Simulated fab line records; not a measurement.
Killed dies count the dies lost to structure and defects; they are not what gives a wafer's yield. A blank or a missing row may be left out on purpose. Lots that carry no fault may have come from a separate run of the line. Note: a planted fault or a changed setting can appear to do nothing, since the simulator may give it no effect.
What tool caused it? / flow nand_harc / 36 wafers from 12 lots sampled at 3 of the route's 1159 steps

## WHAT THE GAUGES READ, wafer by wafer
NHARC_P_BONDPAD_THK_MEAS_33: measures by ellipsometry.
lot=L075; measured=day 6 16:16; on=film_metro-02; thk_nm (nm)=199.5 202.7 199.9
lot=L077; measured=day 7 00:29; on=film_metro-02; thk_nm (nm)=202.6 202.0 203.2
lot=L079; measured=day 7 18:31; on=film_metro-01; thk_nm (nm)=199.5 199.3 199.9
lot=L081; measured=day 8 07:05; on=film_metro-01; thk_nm (nm)=199.5 202.3 198.9
lot=L083; measured=day 8 18:50; on=film_metro-01; thk_nm (nm)=199.0 195.6 198.8
lot=L085; measured=day 9 08:35; on=film_metro-01; thk_nm (nm)=199.6 198.3 198.6
lot=L086; measured=day 9 10:34; on=film_metro-01; thk_nm (nm)=199.9 203.6 198.1
lot=L089; measured=day 10 09:21; on=film_metro-01; thk_nm (nm)=199.2 201.8 202.1
lot=L091; measured=day 10 12:31; on=film_metro-01; thk_nm (nm)=198.6 201.9 198.4
lot=L093; measured=day 11 07:25; on=film_metro-02; thk_nm (nm)=201.6 200.1 203.6
lot=L096; measured=day 11 15:49; on=film_metro-02; thk_nm (nm)=200.9 198.8 197.2
lot=L097; measured=day 11 19:23; on=film_metro-01; thk_nm (nm)=200.9 196.1 200.1

## WHICH TOOL RAN EACH LOT (tool, then ch and the chambers of the sampled wafers, then the start)
lot=L075; NHARC_P_CONTACT_ETCH_18=rie_diel-07 ch 0,2,3, day 6 06:55 or earlier; NHARC_P_M0_PRE_CLEAN_31=pecvd-03 ch 0,2, day 6 06:55
lot=L077; NHARC_P_CONTACT_ETCH_18=rie_diel-03 ch 2,3, day 6 15:13 or earlier; NHARC_P_M0_PRE_CLEAN_31=pecvd-03 ch 0,2, day 6 15:13
lot=L079; NHARC_P_CONTACT_ETCH_18=rie_diel-13 ch 0,1,3, day 7 08:59 or earlier; NHARC_P_M0_PRE_CLEAN_31=pecvd-04 ch 1,2, day 7 08:59
lot=L081; NHARC_P_CONTACT_ETCH_18=rie_diel-07 ch 0,3, day 7 20:53 or earlier; NHARC_P_M0_PRE_CLEAN_31=pecvd-03 ch 2, day 7 20:53
lot=L083; NHARC_P_CONTACT_ETCH_18=rie_diel-07 ch 1,2,3, day 8 09:11 or earlier; NHARC_P_M0_PRE_CLEAN_31=pecvd-03 ch 1,2, day 8 09:11
lot=L085; NHARC_P_CONTACT_ETCH_18=rie_diel-03 ch 0,1,2, day 8 23:14 or earlier; NHARC_P_M0_PRE_CLEAN_31=pecvd-04 ch 0,1,2, day 8 23:14
lot=L086; NHARC_P_CONTACT_ETCH_18=rie_diel-03 ch 1,3, day 9 00:50 or earlier; NHARC_P_M0_PRE_CLEAN_31=pecvd-02 ch 1,2, day 9 00:50
lot=L089; NHARC_P_CONTACT_ETCH_18=rie_diel-13 ch 1,3, day 9 23:37 or earlier; NHARC_P_M0_PRE_CLEAN_31=pecvd-02 ch 0,2, day 9 23:37
lot=L091; NHARC_P_CONTACT_ETCH_18=rie_diel-07 ch 0,1,2, day 10 02:27 or earlier; NHARC_P_M0_PRE_CLEAN_31=pecvd-02 ch 0,1,2, day 10 02:27
lot=L093; NHARC_P_CONTACT_ETCH_18=rie_diel-07 ch 1,2,3, day 10 19:56 or earlier; NHARC_P_M0_PRE_CLEAN_31=pecvd-03 ch 0,1, day 10 19:56
lot=L096; NHARC_P_CONTACT_ETCH_18=rie_diel-13 ch 1,2,3, day 11 06:02 or earlier; NHARC_P_M0_PRE_CLEAN_31=pecvd-04 ch 0,1,2, day 11 06:02
lot=L097; NHARC_P_CONTACT_ETCH_18=rie_diel-03 ch 1,2,3, day 11 09:44 or earlier; NHARC_P_M0_PRE_CLEAN_31=pecvd-03 ch 0,1, day 11 09:44
- NHARC_P_CONTACT_ETCH_18: etches the open film in C4F8/O2/Ar, target depth 481 nm, time 240.5 s.
- NHARC_P_M0_PRE_CLEAN_31: time 12 s.

## THE ANSWER, worked out from the rows above alone
Rule: usual is defined by the lots themselves. The widest of any qualifying gaps counts: lots, ordered by their means at a reading, are off when they make up no more than a third of the lots, leave a main group of 4 or more, and stand apart from it by 3 or more times the standard deviation of that group's means. The tables above print the reading to a certain number of digits; a main group whose means all agree to those digits is not used. Also off: a lot with no number at a reading for which 4 or more lots have one. Any other lot the step has rows for is counted as sound.
Nothing can be told from this: no lot is off at any reading shown.

## WHAT THE SIMULATOR HAD PUT IN
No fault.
